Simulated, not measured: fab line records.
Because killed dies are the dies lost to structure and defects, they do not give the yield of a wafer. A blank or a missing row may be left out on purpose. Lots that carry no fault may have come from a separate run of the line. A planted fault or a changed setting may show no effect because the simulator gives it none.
Split-lot study | flow n5_finfet | 7 lots, 21 wafers read, on a route of 1938 steps

ABOUT THE SPLIT
At N5_GATE_CUT_DESCUM_18 (chemistry O2, time 7 s), the setting time_s was moved away from the recipe's 7 s on 8 of the 21 wafers read, by -20.9% to +7.5%. This setting was run at the recipe's value on the other wafers.

FROM THE SPLIT TO THE READING: what the file shows between them, 1 step
- N5_GATE_CUT_ETCH_28: etches underlayer in N2/H2, target depth 13 nm, time 10.4 s

THE READING
CAR-EUV_of_GATE_CUT_COAT_07.thk_nm (the simulator's own value, which no gauge read), in nm, at N5_GATE_CUT_ETCH_36 (etches SiARC in CF4, target depth 13 nm, time 21.7 s). There is no usual value for it anywhere in the file. The 13 wafers here that ran the recipe average 7.2 nm, standard deviation 0.12 nm.

wafer  | tool, chamber at the split | time_s as run, s | against the recipe | CAR-EUV_of_GATE_CUT_COAT_07.thk_nm, nm | against lot-mates on the recipe
L075.3 | rie_diel-04, 3             | 7                | recipe             | 7                                      | -
L075.5 | rie_diel-04, 3             | 7                | recipe             | 7                                      | -
L075.4 | rie_diel-04, 0             | 7.526            | +7.5%              | 6.6                                    | -0.4
L080.2 | rie_diel-01, 2             | 6.489            | -7.3%              | 7.4                                    | +0.4
L080.5 | rie_diel-01, 1             | 6.489            | -7.3%              | 7.4                                    | +0.4
L080.4 | rie_diel-01, 1             | 7                | recipe             | 7                                      | -
L082.1 | rie_diel-01, 3,0,0         | 6.287            | -10.2%             | 7.4                                    | no lot-mate on the recipe
L082.3 | rie_diel-01, 3,0,0         | 6.287            | -10.2%             | 7.2                                    | no lot-mate on the recipe
L082.4 | rie_diel-01, 3,0,0         | 6.287            | -10.2%             | 7.2                                    | no lot-mate on the recipe
L086.4 | rie_diel-04, 2,3,2         | 7                | recipe             | 7.2                                    | -
L086.6 | rie_diel-04, 2,3,2         | 7                | recipe             | 7.2                                    | -
L086.5 | rie_diel-04, 2,3,2         | 7                | recipe             | 7.4                                    | -
L092.2 | rie_diel-04, 2,0           | 7                | recipe             | 7.2                                    | -
L092.5 | rie_diel-04, 3             | 7                | recipe             | 7.2                                    | -
L092.4 | rie_diel-04, 2,0           | 7                | recipe             | 7                                      | -
L096.3 | rie_diel-04, 0             | 7                | recipe             | 7.2                                    | -
L096.5 | rie_diel-04, 0             | 7                | recipe             | 7.2                                    | -
L096.4 | rie_diel-04, 2             | 5.536            | -20.9%             | 8                                      | +0.8
L097.1 | rie_diel-01, 1             | 6.158            | -12.0%             | 7.6                                    | +0.4
L097.3 | rie_diel-01, 2,1           | 7                | recipe             | 7.2                                    | -
L097.5 | rie_diel-01, 2,1           | 7                | recipe             | 7.2                                    | -
The file does not say which wafer passed through which chamber wherever a row lists several chambers: such a row stands for several wafers.

FIT RESULTS
A straight line over all 21 wafers: CAR-EUV_of_GATE_CUT_COAT_07.thk_nm changes by -0.0354 nm for each +1% of time_s; r = -0.84; the points scatter about the line by 0.15 nm.
The same after taking each lot's own level away (the mean of its wafers on the recipe; 18 wafers): -0.0409 nm for each +1%; r = -0.96; scatter 0.077 nm.
On that fit, the largest move of time_s shifts the reading by 0.86 nm.
Across the lots, their own levels run from 7.00 to 7.27 nm, a range of 2.3 times the standard deviation given above.
So the lot-to-lot level changes the slope: the two fits differ.
Check: for one of the wafers moved furthest among these (-20.9%), held out of the fit, the line's prediction against its lot-mates is +0.929 nm. It came out at +0.8 nm against them.

OTHER SPLITS ON THESE WAFERS
Note: prior to the reading, these wafers also went through further splits. Each is held against what the fit with the lots' levels taken away leaves over:
other split on the same wafers | wafers away from the commonest value | r with CAR-EUV_of_GATE_CUT_COAT_07.thk_nm (lot level and that fit taken away)
N5_SD_EPI_P_EPI_21 time_s      | 7                                    | -0.28
N5_SDB_COAT_03 spin_rpm        | 9                                    | +0.00
N5_SDB_EXPOSE_08 dose_mj       | 6                                    | +0.33
N5_HKMG_FIN_EXPOSE_09 dose_mj  | 3                                    | -0.16

THE WHOLE CHAIN: every reading that the file lists as answering this split, in the file's order
step                  | what it does                                                | reading                                                                             | change (the file's fit)                | r (the file's)
N5_GATE_CUT_DESCUM_18 | chemistry O2, time 7 s                                      | CAR-EUV_of_GATE_CUT_COAT_07.thk_nm (the simulator's own value, which no gauge read) | -0.0365 nm for each +1% of the setting | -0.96
N5_GATE_CUT_ETCH_28   | etches underlayer in N2/H2, target depth 13 nm, time 10.4 s | CAR-EUV_of_GATE_CUT_COAT_07.thk_nm (the simulator's own value, which no gauge read) | -0.0387 nm for each +1% of the setting | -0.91
N5_GATE_CUT_ETCH_36   | etches SiARC in CF4, target depth 13 nm, time 21.7 s        | CAR-EUV_of_GATE_CUT_COAT_07.thk_nm (the simulator's own value, which no gauge read) | -0.0397 nm for each +1% of the setting | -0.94

THE FILE'S OWN FIT
CAR-EUV_of_GATE_CUT_COAT_07.thk_nm changes by -0.0397 nm for each +1% of time_s, r = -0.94.
